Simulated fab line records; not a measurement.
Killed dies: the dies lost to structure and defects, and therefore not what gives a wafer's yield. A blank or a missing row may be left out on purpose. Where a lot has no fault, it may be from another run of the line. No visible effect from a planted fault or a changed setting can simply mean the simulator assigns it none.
Which tool did it? :: flow n5-finfet :: 10 lots, 30 wafers sampled, at 5 steps of a route of 1938

## WHAT THE GAUGES SHOWED, per wafer
N5_BEOL_M4_RC_MEAS_101. Usual: DIBL_N 36.1 mV/V, standard deviation 1.6; DIBL_P 35.7 mV/V, standard deviation 1.8; IOFF_N 0.159 nA/um, standard deviation 0.027; IOFF_P 0.21 nA/um, standard deviation 0.03; ION_N 673 uA/um, standard deviation 10; ION_P 462 uA/um, standard deviation 7.4; SS_N 71.4 mV/dec, standard deviation 0.56; SS_P 73.2 mV/dec, standard deviation 0.61; VT_N 249.7 mV, standard deviation 3; VT_P -250 mV, standard deviation 3.1.
lot: L176
measured: day 7 22:14
on: prober-01
DIBL_N (mV/V): 33.2 34.0 32.9
DIBL_P (mV/V): 33.2 35.0 32.9
IOFF_N (nA/um): 0.118 0.134 0.122
IOFF_P (nA/um): 0.19 0.22 0.19
ION_N (uA/um): 664 661 661
ION_P (uA/um): 460 466 459
SS_N (mV/dec): 70.7 71.5 71.3
SS_P (mV/dec): 72.6 73.1 72.2
VT_N (mV): 253.6 251.4 250.9
VT_P (mV): -248 -249 -250
flag: 

lot: L179
measured: day 8 15:06
on: prober-02
DIBL_N (mV/V): 33.5 35.2 37.1
DIBL_P (mV/V): 30.8 33.0 34.6
IOFF_N (nA/um): 0.133 0.156 0.187
IOFF_P (nA/um): 0.20 0.23 0.26
ION_N (uA/um): 683 686 677
ION_P (uA/um): 480 476 471
SS_N (mV/dec): 70.9 70.7 72.3
SS_P (mV/dec): 72.1 72.6 73.4
VT_N (mV): 249.5 249.5 245.7
VT_P (mV): -248 -246 -244
flag: 

lot: L181
measured: day 8 23:52
on: prober-02
DIBL_N (mV/V): 36.4 37.0 36.4
DIBL_P (mV/V): 34.9 35.9 35.9
IOFF_N (nA/um): 0.162 0.170 0.167
IOFF_P (nA/um): 0.20 0.22 0.23
ION_N (uA/um): 671 678 676
ION_P (uA/um): 463 467 469
SS_N (mV/dec): 71.4 71.6 71.2
SS_P (mV/dec): 72.7 73.7 73.8
VT_N (mV): 250.1 246.8 247.0
VT_P (mV): -250 -248 -247
flag: 

lot: L183
measured: day 9 07:34
on: prober-01
DIBL_N (mV/V): 38.1 35.9 37.8
DIBL_P (mV/V): 35.7 33.7 36.1
IOFF_N (nA/um): 0.166 0.131 0.174
IOFF_P (nA/um): 0.20 0.18 0.21
ION_N (uA/um): 666 671 684
ION_P (uA/um): 453 460 466
SS_N (mV/dec): 71.7 71.0 72.0
SS_P (mV/dec): 73.3 72.3 73.2
VT_N (mV): 248.8 252.3 247.9
VT_P (mV): -252 -249 -250
flag: 

lot: L184
measured: day 9 18:08
on: prober-01
DIBL_N (mV/V): 35.6 36.1 34.8
DIBL_P (mV/V): 34.9 36.6 35.5
IOFF_N (nA/um): 0.137 0.155 0.139
IOFF_P (nA/um): 0.18 0.22 0.20
ION_N (uA/um): 654 670 670
ION_P (uA/um): 451 462 466
SS_N (mV/dec): 71.5 70.7 70.8
SS_P (mV/dec): 72.7 72.8 73.3
VT_N (mV): 255.4 249.0 249.9
VT_P (mV): -251 -249 -250
flag: 

lot: L187
measured: day 10 17:29
on: prober-02
DIBL_N (mV/V): 35.6 35.1 37.0
DIBL_P (mV/V): 36.0 35.4 37.4
IOFF_N (nA/um): 0.159 0.149 0.190
IOFF_P (nA/um): 0.20 0.19 0.23
ION_N (uA/um): 684 673 678
ION_P (uA/um): 463 459 464
SS_N (mV/dec): 71.0 71.8 71.6
SS_P (mV/dec): 73.1 72.8 73.9
VT_N (mV): 247.0 249.9 246.2
VT_P (mV): -251 -251 -249
flag: 

lot: L189
measured: day 11 04:47
on: prober-02
DIBL_N (mV/V): 36.8 35.7 36.5
DIBL_P (mV/V): 38.0 36.2 37.4
IOFF_N (nA/um): 0.164 0.139 0.158
IOFF_P (nA/um): 0.26 0.22 0.25
ION_N (uA/um): 664 675 678
ION_P (uA/um): 462 471 469
SS_N (mV/dec): 71.3 71.6 70.7
SS_P (mV/dec): 73.9 72.9 74.2
VT_N (mV): 248.3 252.3 249.6
VT_P (mV): -246 -250 -245
flag: 

lot: L192
measured: day 11 15:35
on: prober-02
DIBL_N (mV/V): 36.1 35.4 37.2
DIBL_P (mV/V): 36.2 35.9 38.5
IOFF_N (nA/um): 0.161 0.151 0.198
IOFF_P (nA/um): 0.22 0.22 0.26
ION_N (uA/um): 682 681 694
ION_P (uA/um): 473 466 471
SS_N (mV/dec): 72.0 71.7 71.3
SS_P (mV/dec): 72.8 73.7 72.9
VT_N (mV): 248.9 250.4 244.0
VT_P (mV): -245 -246 -246
flag: 

lot: L178
measured: day 13 19:43
on: prober-02
DIBL_N (mV/V): 35.2 34.6 35.8
DIBL_P (mV/V): 36.1 35.4 36.3
IOFF_N (nA/um): 0.172 0.143 0.170
IOFF_P (nA/um): 0.23 0.23 0.24
ION_N (uA/um): 691 664 680
ION_P (uA/um): 479 471 468
SS_N (mV/dec): 71.9 71.3 71.6
SS_P (mV/dec): 73.7 73.3 74.1
VT_N (mV): 247.3 251.2 250.4
VT_P (mV): -247 -246 -246
flag: 

lot: L198
measured: day 15 05:43
on: prober-01
DIBL_N (mV/V): 35.2 34.7 36.7
DIBL_P (mV/V): 34.8 33.7 36.9
IOFF_N (nA/um): 0.156 0.139 0.201
IOFF_P (nA/um): 0.22 0.20 0.26
ION_N (uA/um): 662 670 694
ION_P (uA/um): 460 468 482
SS_N (mV/dec): 71.1 70.9 71.0
SS_P (mV/dec): 73.1 72.1 73.1
VT_N (mV): 247.2 251.6 243.3
VT_P (mV): -244 -245 -242
flag: 

## WHICH TOOL RAN EACH LOT (tool, then ch and the chambers of the sampled wafers, then the start)
lot: L176
N5_BEOL_M3_SPUTTER_90: pvd-sputter-02, day 7 10:20
N5_BEOL_M3_SPUTTER_92: pvd-sputter-02, day 7 10:33
N5_BEOL_M3_CMP_52: cmp-03 ch 1,3, day 7 11:29
N5_BEOL_M3_CO_CAP_55: cvd-co-02 ch 0,1, day 7 11:51

lot: L179
N5_BEOL_M3_SPUTTER_90: pvd-sputter-02, day 8 00:41
N5_BEOL_M3_SPUTTER_92: pvd-sputter-02, day 8 00:54
N5_BEOL_M3_CMP_52: cmp-01 ch 0,1,2, day 8 01:50
N5_BEOL_M3_CO_CAP_55: cvd-co-02 ch 0,1, day 8 02:13

lot: L181
N5_BEOL_M3_SPUTTER_90: pvd-sputter-03, day 8 10:34
N5_BEOL_M3_SPUTTER_92: pvd-sputter-03, day 8 10:47
N5_BEOL_M3_CMP_52: cmp-02 ch 2,3, day 8 11:43
N5_BEOL_M3_CO_CAP_55: cvd-co-01 ch 0,1,2, day 8 12:11

lot: L183
N5_BEOL_M3_SPUTTER_90: pvd-sputter-03, day 8 18:28
N5_BEOL_M3_SPUTTER_92: pvd-sputter-03, day 8 18:41
N5_BEOL_M3_CMP_52: cmp-02 ch 0,1,3, day 8 19:41
N5_BEOL_M3_CO_CAP_55: cvd-co-01 ch 0,1,2, day 8 19:59

lot: L184
N5_BEOL_M3_SPUTTER_90: pvd-sputter-01, day 9 07:56
N5_BEOL_M3_SPUTTER_92: pvd-sputter-01, day 9 08:10
N5_BEOL_M3_CMP_52: cmp-02 ch 1,2,3, day 9 09:10
N5_BEOL_M3_CO_CAP_55: cvd-co-01 ch 1,2, day 9 09:28

lot: L187
N5_BEOL_M3_SPUTTER_90: pvd-sputter-02, day 10 00:20
N5_BEOL_M3_SPUTTER_92: pvd-sputter-02, day 10 00:34
N5_BEOL_M3_CMP_52: cmp-02 ch 0,2, day 10 01:46
N5_BEOL_M3_CO_CAP_55: cvd-co-02 ch 0,2, day 10 02:08

lot: L189
N5_BEOL_M3_SPUTTER_90: pvd-sputter-03, day 10 13:22
N5_BEOL_M3_SPUTTER_92: pvd-sputter-03, day 10 13:35
N5_BEOL_M3_CMP_52: cmp-02 ch 1,2, day 10 14:31
N5_BEOL_M3_CO_CAP_55: cvd-co-02 ch 0,1, day 10 15:07

lot: L192
N5_BEOL_M3_SPUTTER_90: pvd-sputter-03, day 11 03:08
N5_BEOL_M3_SPUTTER_92: pvd-sputter-03, day 11 03:22
N5_BEOL_M3_CMP_52: cmp-03 ch 0,1, day 11 04:18
N5_BEOL_M3_CO_CAP_55: cvd-co-02 ch 1,2, day 11 04:40

lot: L178
N5_BEOL_M3_SPUTTER_90: pvd-sputter-03, day 12 21:36
N5_BEOL_M3_SPUTTER_92: pvd-sputter-03, day 12 21:49
N5_BEOL_M3_CMP_52: cmp-03 ch 1,2,3, day 13 04:27
N5_BEOL_M3_CO_CAP_55: cvd-co-02 ch 0,2, day 13 04:49

lot: L198
N5_BEOL_M3_SPUTTER_90: pvd-sputter-01, day 14 00:34
N5_BEOL_M3_SPUTTER_92: pvd-sputter-01, day 14 00:47
N5_BEOL_M3_CMP_52: cmp-03 ch 0,1,3, day 14 01:43
N5_BEOL_M3_CO_CAP_55: cvd-co-02 ch 0,1,2, day 14 02:09
- N5_BEOL_M3_SPUTTER_90: material Cu, target thk 4.5 nm, time 8.29 s.
- N5_BEOL_M3_SPUTTER_92: material Cu, target thk 4.5 nm, time 8.29 s.
- N5_BEOL_M3_CMP_52: polishes, stops on SiOC, t overpolish 6.8 s, target thk 40 nm.
- N5_BEOL_M3_CO_CAP_55: material Co, precursor CCTBA/H2, target thk 2 nm, time 102.1 s.

## WHAT THE TOOLS THEMSELVES READ (means of the sampled wafers that have a number; where no wafer has one, the mark that the record gives instead)
N5_BEOL_M3_SPUTTER_90. Usual: 29.5 % for throttle-valve-pct, sd 1.3.
lot: L176
tool: pvd-sputter-02
throttle-valve-pct (%): 30.4
flag: 

lot: L179
tool: pvd-sputter-02
throttle-valve-pct (%): 29.7
flag: 

lot: L181
tool: pvd-sputter-03
throttle-valve-pct (%): 29.1
flag: 

lot: L183
tool: pvd-sputter-03
throttle-valve-pct (%): 28.4
flag: 

lot: L184
tool: pvd-sputter-01
throttle-valve-pct (%): 28.9
flag: 

lot: L187
tool: pvd-sputter-02
throttle-valve-pct (%): 30.5
flag: 

lot: L189
tool: pvd-sputter-03
throttle-valve-pct (%): 29.0
flag: 

lot: L192
tool: pvd-sputter-03
throttle-valve-pct (%): 27.7
flag: 

lot: L178
tool: pvd-sputter-03
throttle-valve-pct (%): 28.3
flag: 

lot: L198
tool: pvd-sputter-01
throttle-valve-pct (%): 30.0
flag: 

N5_BEOL_M3_SPUTTER_92. Usual: 29.5 % for throttle-valve-pct, sd 1.2.
lot: L176
tool: pvd-sputter-02
throttle-valve-pct (%): 30.3
flag: 

lot: L179
tool: pvd-sputter-02
throttle-valve-pct (%): 29.7
flag: 

lot: L181
tool: pvd-sputter-03
throttle-valve-pct (%): 29.0
flag: 

lot: L183
tool: pvd-sputter-03
throttle-valve-pct (%): 28.7
flag: 

lot: L184
tool: pvd-sputter-01
throttle-valve-pct (%): 29.1
flag: 

lot: L187
tool: pvd-sputter-02
throttle-valve-pct (%): 30.3
flag: 

lot: L189
tool: pvd-sputter-03
throttle-valve-pct (%): 28.9
flag: 

lot: L192
tool: pvd-sputter-03
throttle-valve-pct (%): 27.8
flag: 

lot: L178
tool: pvd-sputter-03
throttle-valve-pct (%): 28.5
flag: 

lot: L198
tool: pvd-sputter-01
throttle-valve-pct (%): 30.0
flag: 

N5_BEOL_M3_CMP_52. Usual: barrier-field-endpoint-s 24.8 s, standard deviation 0.76; head-pressure-psi 1.0000 psi, standard deviation 0.002; motor-current-A 6.1 A, standard deviation 0.84; overpolish-run-s 6.801 s, standard deviation 0.0091; time-to-endpoint-s 63 s, standard deviation 4.1.
lot: L176
tool: cmp-03
barrier-field-endpoint-s (s): 25.0
head-pressure-psi (psi): 1.0006
motor-current-A (A): 5.1
overpolish-run-s (s): 6.802
time-to-endpoint-s (s): 65
flag: 

lot: L179
tool: cmp-01
barrier-field-endpoint-s (s): 24.7
head-pressure-psi (psi): 1.0003
motor-current-A (A): 5.8
overpolish-run-s (s): 6.802
time-to-endpoint-s (s): 64
flag: 

lot: L181
tool: cmp-02
barrier-field-endpoint-s (s): 25.6
head-pressure-psi (psi): 0.9990
motor-current-A (A): 6.8
overpolish-run-s (s): 6.800
time-to-endpoint-s (s): 62
flag: 

lot: L183
tool: cmp-02
barrier-field-endpoint-s (s): 24.2
head-pressure-psi (psi): 1.0002
motor-current-A (A): 6.6
overpolish-run-s (s): 6.798
time-to-endpoint-s (s): 65
flag: 

lot: L184
tool: cmp-02
barrier-field-endpoint-s (s): 25.2
head-pressure-psi (psi): 1.0012
motor-current-A (A): 7.1
overpolish-run-s (s): 6.804
time-to-endpoint-s (s): 63
flag: 

lot: L187
tool: cmp-02
barrier-field-endpoint-s (s): 24.8
head-pressure-psi (psi): 0.9990
motor-current-A (A): 6.2
overpolish-run-s (s): 6.804
time-to-endpoint-s (s): 67
flag: 

lot: L189
tool: cmp-02
barrier-field-endpoint-s (s): 26.3
head-pressure-psi (psi): 0.9614
motor-current-A (A): 6.8
overpolish-run-s (s): 6.803
time-to-endpoint-s (s): 66
flag: OFF

lot: L192
tool: cmp-03
barrier-field-endpoint-s (s): 24.4
head-pressure-psi (psi): 0.9983
motor-current-A (A): 5.9
overpolish-run-s (s): 6.806
time-to-endpoint-s (s): 57
flag: 

lot: L178
tool: cmp-03
barrier-field-endpoint-s (s): 23.7
head-pressure-psi (psi): 1.0007
motor-current-A (A): 5.4
overpolish-run-s (s): 6.803
time-to-endpoint-s (s): 61
flag: 

lot: L198
tool: cmp-03
barrier-field-endpoint-s (s): 24.3
head-pressure-psi (psi): 1.0000
motor-current-A (A): 5.7
overpolish-run-s (s): 6.806
time-to-endpoint-s (s): 61
flag: 

N5_BEOL_M3_CO_CAP_55. Usual: 239 W for heater-power-w, sd 16.
lot: L176
tool: cvd-co-02
heater-power-w (W): 247
flag: 

lot: L179
tool: cvd-co-02
heater-power-w (W): 250
flag: 

lot: L181
tool: cvd-co-01
heater-power-w (W): 245
flag: 

lot: L183
tool: cvd-co-01
heater-power-w (W): 248
flag: 

lot: L184
tool: cvd-co-01
heater-power-w (W): 253
flag: 

lot: L187
tool: cvd-co-02
heater-power-w (W): 225
flag: 

lot: L189
tool: cvd-co-02
heater-power-w (W): 244
flag: 

lot: L192
tool: cvd-co-02
heater-power-w (W): 236
flag: 

lot: L178
tool: cvd-co-02
heater-power-w (W): 235
flag: 

lot: L198
tool: cvd-co-02
heater-power-w (W): 237
flag: 

## THE ANSWER, worked out from the rows above alone
Rule: a lot is off if the mean of its wafers that have a number lies more than 3 standard deviations from the usual mean. Also off: a lot with no number at a reading for which 4 or more lots have one. Where the step has rows for the other lots, those lots are counted as sound. First the gauges in route order, then the tools' own readings, where a lot's mean is used as printed above. At the first step where some lot is off, the reading lying furthest off is the one used; lots without a number count as furthest.
Off: L189 (N5_BEOL_M3_CMP_52, head-pressure-psi).
A tool fits if, at that step or a process step before it, it ran every lot that is off, and no sound lot after the first of them. One fits: cmp-02 at N5_BEOL_M3_CMP_52. Its last sound lot is L187 (day 10 01:46), its first lot that is off L189 (day 10 14:31): a fault that began between those two fits.
The tool's own readings at N5_BEOL_M3_CMP_52 bear it out: on the lots that are off they differ by more than 5 times the standard deviation of the sound lots' means. head-pressure-psi reads 0.9614 psi there against 0.9999 psi on the sound lots.

## WHAT THE SIMULATOR PUT IN
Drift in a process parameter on cmp-02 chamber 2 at N5_BEOL_M3_CMP_52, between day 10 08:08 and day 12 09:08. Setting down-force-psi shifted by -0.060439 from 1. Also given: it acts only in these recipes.
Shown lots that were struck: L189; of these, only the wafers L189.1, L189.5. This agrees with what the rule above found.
